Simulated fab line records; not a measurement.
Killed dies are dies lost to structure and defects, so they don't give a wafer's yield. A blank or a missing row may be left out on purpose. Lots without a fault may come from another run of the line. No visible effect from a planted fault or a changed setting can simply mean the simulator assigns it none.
Matching of chambers ; flow nand harc ; 4 sister chambers for NHARC_A_ZERO_WELL_DESCUM_12 on rie diel-04
The step chemistry O2, time 3 s. 33 wafers are shown with their chamber, then 12 later ones without.

## WAFERS PAIRED WITH THEIR CHAMBERS
wafer;chamber;drypump motor current A (A);rf vpp V (V);oes product au (a.u.)
L074.1;1;5.9;58.7;1.005
L074.5;2;5.8;57.2;1.018
L074.6;3;5.6;57.7;1.002
L075.1;0;6.5;58.4;0.999
L075.3;2;5.9;56.8;1.003
L075.4;1;5.9;58.6;0.995
L076.1;0;6.6;56.9;0.992
L076.3;1;6.0;58.2;0.996
L076.5;3;5.6;58.5;0.989
L079.3;2;5.8;59.6;1.001
L079.5;2;5.9;57.5;1.001
L079.6;3;5.6;58.2;1.003
L080.1;1;5.9;56.8;1.007
L080.4;0;6.5;56.3;1.007
L080.5;1;5.9;58.6;1.004
L083.1;0;6.5;58.6;1.001
L083.4;3;5.6;59.5;1.002
L083.5;0;6.5;57.2;1.000
L084.3;2;5.9;58.0;0.997
L084.4;1;5.9;57.3;1.007
L084.6;0;6.6;57.1;0.982
L085.3;2;5.8;57.6;0.989
L085.5;0;6.6;56.6;0.986
L085.6;1;5.9;58.0;0.998
L086.2;1;5.9;57.1;0.993
L086.4;3;5.6;58.4;0.995
L086.5;3;5.6;59.8;1.001
L087.2;1;5.9;58.8;0.994
L087.5;0;6.6;57.3;1.007
L087.6;1;5.9;56.5;0.997
L088.4;1;5.9;57.4;0.997
L088.5;0;6.6;58.5;1.003
L088.6;1;5.9;57.7;0.997

SIGNATURES (means of the wafers above)
reading;chamber 0;chamber 1;chamber 2;chamber 3;scatter within a chamber
drypump motor current A;6.556;5.908;5.850;5.600;0.04
rf vpp V;57.433;57.808;57.783;58.683;0.846
oes product au;0.99744;0.99917;1.00150;0.99867;0.00726
Rule: for each reading, subtract the chamber's mean from the wafer's reading, divide by that reading's scatter and square the result; add these up over the readings and take the root, which gives the wafer's distance from the chamber. The wafer belongs to the nearest chamber; if the next one is less than 2 further off, it can't be placed. The scatter is the square root of a quotient: the sum, over the shown wafers, of each reading's squared deviation from its chamber's mean, divided by wafers minus chambers.

## WAFERS MISSING THEIR CHAMBER
wafer;drypump motor current A (A);rf vpp V (V);oes product au (a.u.)
L090.2;5.6;57.9;1.011
L090.4;5.9;58.0;0.999
L090.5;5.6;59.1;1.012
L092.3;5.9;57.3;0.999
L092.5;6.5;57.7;0.993
L092.6;5.6;59.2;1.001
L094.2;6.5;56.9;0.994
L094.4;5.6;57.3;1.002
L094.6;6.5;56.2;1.000
L097.2;5.6;59.0;1.006
L097.3;6.6;58.0;1.006
L097.5;5.6;57.4;1.006

## WHICH CHAMBER EACH WENT THROUGH
wafer;from the rows above;in truth
L090.2;3;3
L090.4;can't be placed: 1 or 2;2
L090.5;3;3
L092.3;can't be placed: 1 or 2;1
L092.5;0;0
L092.6;3;3
L094.2;0;0
L094.4;3;3
L094.6;0;0
L097.2;3;3
L097.3;0;0
L097.5;3;3
Placed correctly: 10 of 12. Cannot be placed on the basis of these rows: 2; the candidates contain the true chamber in 2. Number placed wrongly: 0.
